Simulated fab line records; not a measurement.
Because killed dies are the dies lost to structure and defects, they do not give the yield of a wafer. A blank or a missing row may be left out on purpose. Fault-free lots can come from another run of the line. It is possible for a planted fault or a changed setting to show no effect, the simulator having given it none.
A lot that was struck, set against a sound lot :: flow nand-harc :: 14 out of 1302 route steps
Sound: these wafers, L448.2, L448.3, L448.6. Struck: wafer L467.6 (left out: L467.2, L467.5 of the same lot, which were not struck); the cause appears at the end.
For every step that has rows: the tool of each side, followed by ch and its chambers, followed by its first start. Under that, the readings that differ: sound wafers :: struck wafers :: difference of the means :: sigmas: that difference in standard deviations of wafers without a fault.
alike: words and numbers the same on both sides, and readings whose means are apart by under 2 such deviations; not compared: readings that were withheld, readings missing a value for some wafer, numbers with overlapping values and no deviation given by the record, and bounds like >300 which may hide the same value.
A row with sigmas, a row that says differs or no value, or rows on one side alone: a step with any of these is where the two part. Numbers that don't overlap but have no deviation are shown without sigmas and don't part them. A reading that every wafer of one side lacks parts them only if that side has two wafers or more.

first, 2 steps without rows for these wafers: NHARC_A_SOURCE_PLATE_SRD_01; NHARC_A_SOURCE_PLATE_OXIDE_02 (material SiO2, target thk 10 nm, ox time 1362 s).
NHARC_A_SOURCE_PLATE_THK_MEAS_09: measures by ellipsometry.
  sound on film-metro-01 at day 8 13:55; struck on film-metro-01 at day 16 07:51
  alike: thk-nm
then, 3 steps without rows for these wafers: NHARC_A_SOURCE_PLATE_PVD_04 (deposits WSi2, target thk 50 nm); NHARC_A_SOURCE_PLATE_CVD_03 (deposits poly-Si, target thk 200 nm, time 4000 s); NHARC_A_SOURCE_PLATE_ANNEAL_05 (time 1800 s).
NHARC_A_SOURCE_PLATE_THK_MEAS_06: measures by ellipsometry.
  sound on film-metro-01 at day 9 02:56; struck on film-metro-01 at day 16 20:46
  alike: thk-nm
NHARC_A_SOURCE_PLATE_INSPECT_08:
  sound on defect-inspect-01 at day 9 03:02; struck on defect-inspect-02 at day 16 20:50
reading: raw-defect-count
sound: 46 24 20
struck: 100
difference: +70
sigmas: +2
following that, 1 step holds no rows for these wafers, namely NHARC_A_ONON_D1_DEP_00 (target thickness 1000 nm).
NHARC_A_ONON_D1_THK_MEAS_02: measures by ellipsometry.
  sound on film-metro-01 at day 9 03:37; struck on film-metro-01 at day 16 21:25
  alike: thk-nm
NHARC_A_ONON_D1_DEP_03: target thk 1000 nm.
  sound on pecvd-onon-03 ch 0, day 9 03:44; struck on pecvd-onon-03 ch 0, day 16 21:31
reading: n2-flow-sccm (sccm)
sound: 2760 2771 2758
struck: 2735
difference: -28
sigmas: -3
NHARC_A_ONON_D1_THK_MEAS_05: measures by ellipsometry.
  sound on film-metro-02 at day 9 04:11; struck on film-metro-01 at day 16 21:59
reading: thk-nm (nm)
sound: 1006 1005 1005
struck: 1479
difference: +474
sigmas: +47
following that, 1 step holds no rows for these wafers, namely NHARC_A_ONON_D1_DEP_06 (target thickness 1000 nm).
-- jump in the record: it breaks off in module A_ONON_D1 and resumes in module END (first step shown: number 1302 of the route), and 16 days separate the struck wafers' starts before and after --
NHARC_END_SORT_01:
  only the struck wafers appear in the record here, on prober-01 ch 0 at day 33 07:01; the sound ones have no rows

== WHERE THEY PART ==
Last at NHARC_END_SORT_01 as far as this record goes, first at NHARC_A_SOURCE_PLATE_INSPECT_08.

WHY: the cause the simulator had injected
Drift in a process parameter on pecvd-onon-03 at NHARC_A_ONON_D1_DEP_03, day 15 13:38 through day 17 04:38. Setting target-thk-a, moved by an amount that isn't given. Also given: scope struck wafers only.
